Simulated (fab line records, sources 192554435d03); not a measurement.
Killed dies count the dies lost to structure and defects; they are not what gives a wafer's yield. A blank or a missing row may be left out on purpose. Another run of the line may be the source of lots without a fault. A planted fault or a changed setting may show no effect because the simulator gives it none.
Problem report, 8D (eight disciplines) form, completed by code :: flow n5_finfet :: the parts of the form that need people (team, actions taken, sign-off) are left out

== 1. WHAT IS WRONG ==
N5_BEOL_M7_CD_MEAS_28, cd_nm: mean 38.40 nm over 1 wafer from 1 lot; wafers with no fault: 39.95 nm, standard deviation 0.26. That is -6.0 standard deviations from the usual mean.
The step: target cd 40 nm.
Earliest sighting: wafer L555.1 on cd_sem-01 at day 14 12:24. Wafers with a number at this step in the record: 30, from 10 lots. By rule, "out" or "out of limits" means more than 4 standard deviations away from the usual mean. Any other wafer with a number is counted as sound.

== 2. WHAT IT IS; WHAT IT IS NOT ==
question: which readings at this step
is: cd_nm
is not: -

question: which lots
is: L555
is not: L539, L541, L543, L544, L545, L546, L547, L558, L559

question: which wafers of those lots
is: L555.1
is not: L555.4, L555.5

question: read on which gauges
is: cd_sem-01
is not: cd_sem-02, cd_sem-03

question: when
is: from day 14 12:24
is not: up to then (23 sound wafers); but 6 sound wafers of L558, L559 came after

== 3. SUSPECTS, AND WHAT RULES EACH OUT ==
Counting: a tool at a process step up to the reading stays a suspect if it ran every lot that is out. Sound lots after the first of them don't rule it out here, since some wafers of a struck lot are sound.
- the gauge at N5_BEOL_M7_CD_MEAS_28: kept. All the wafers that are out were read on cd_sem-01, and no step on other tools shows them out.
- rie_diel-05 at N5_BEOL_M7_ETCH_62 (etches SOC in N2/H2, target depth 110 nm, overetch 22 nm, time 165 s): kept. It ran the lot that is out, L555 (day 14 10:38); its last sound lot up to then is L546 (day 12 11:28).
- euv_scanner-02 at N5_BEOL_M7_EXPOSE_25 (exposes mask V6, target cd 40 nm): kept. It ran the lot that is out, L555 (day 14 12:16); its last sound lot up to then is L546 (day 12 14:39).
The count leaves rie_diel-05 at N5_BEOL_M7_ETCH_62, euv_scanner-02 at N5_BEOL_M7_EXPOSE_25, and cd_sem-01 at N5_BEOL_M7_CD_MEAS_28.

== 4. THE CAUSE (what the simulator had put in) ==
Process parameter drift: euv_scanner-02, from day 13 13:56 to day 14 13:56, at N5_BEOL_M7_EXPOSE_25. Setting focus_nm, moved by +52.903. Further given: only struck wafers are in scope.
After counting, 3 suspects remain, this tool included.

== 5. THE CHAIN OF EFFECTS, in route order ==
One row per reading whose mean, taken over the struck wafers that have a number, lies over 3 standard deviations from the usual. Readings are gone through only where the record gives a usual standard deviation; hours: the median, over the lots, of the time from a lot's start at the first step in this table giving one to that lot's start at this step; sigmas: the change measured in usual standard deviations.
hours: 0
step: N5_BEOL_M7_CD_MEAS_28
reading: cd_nm
usual: 39.95 nm
on struck wafers: 38.40
change: -1.55
sigmas: -6.0
At these later measuring or inspecting steps, every struck wafer for which the step has a row has a number for every such reading, and none has moved that far: N5_BEOL_M7_OVL_MEAS_29.

== 6. WHAT WOULD HAVE CAUGHT IT SOONER ==
In this record the first reading out of limits at a measuring or inspecting step was taken at day 14 12:24, 22 hours after the fault began at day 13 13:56.
The start of N5_BEOL_M7_EXPOSE_25 on euv_scanner-02 came by day 14 12:24 for every one of the lots that are out (1). Had the tool been put on hold then, not one of them would have been saved.
